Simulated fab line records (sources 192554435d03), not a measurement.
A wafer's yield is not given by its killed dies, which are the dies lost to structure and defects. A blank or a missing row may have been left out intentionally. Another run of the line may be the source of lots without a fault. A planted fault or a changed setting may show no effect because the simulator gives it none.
Chamber matching    flow n5Finfet    N5_BEOL_M6_ETCH_61 on rieDiel-02 has 4 sister chambers
The step etches SiARC in CF4, target depth 45.5 nm, time 75.8 s. 8 wafers are shown with their chamber, then 8 later ones without.

## WAFERS WITH THEIR CHAMBER
wafer   chamber  drypumpMotorCurrentA (A)  showerheadPlenumPTorr (Torr)
L075.2  1        5.3                       2.15
L075.4  2        5.3                       2.05
L075.6  3        5.1                       2.21
L078.2  3        5.1                       2.21
L078.6  2        5.3                       2.05
L079.2  1        5.2                       2.14
L079.5  0        6.1                       2.05
L085.2  0        6.1                       2.05

## WAFERS WITH NO CHAMBER GIVEN
wafer   drypumpMotorCurrentA (A)  showerheadPlenumPTorr (Torr)
L085.5  6.1                       2.05
L085.6  5.1                       2.20
L095.2  5.2                       2.13
L095.5  6.1                       2.04
L095.6  5.1                       2.20
L096.1  5.2                       2.13
L096.2  6.1                       2.04
L096.5  5.2                       2.13

## CHAMBER TAKEN BY EACH
wafer   from the rows above  in truth
L085.5  0                    0
L085.6  3                    3
L095.2  1                    1
L095.5  0                    0
L095.6  3                    3
L096.1  1                    1
L096.2  0                    0
L096.5  1                    1
8 of 8 placed correctly. Not placeable from these rows: 0. 0 placed wrongly.
How it was worked out, from the rows above alone: a wafer's distance from a chamber is the root of the sum, over the readings, of the square of ((its reading less the chamber's mean) divided by the reading's scatter). If the next closest chamber is less than 2 further off than the closest, the wafer can't be placed; otherwise it belongs to the closest. The mean given for a chamber averages the wafers shown for that chamber. The scatter: the root of (the sum of the squares of (reading less its chamber's mean) over the shown wafers, divided by (wafers less chambers)).
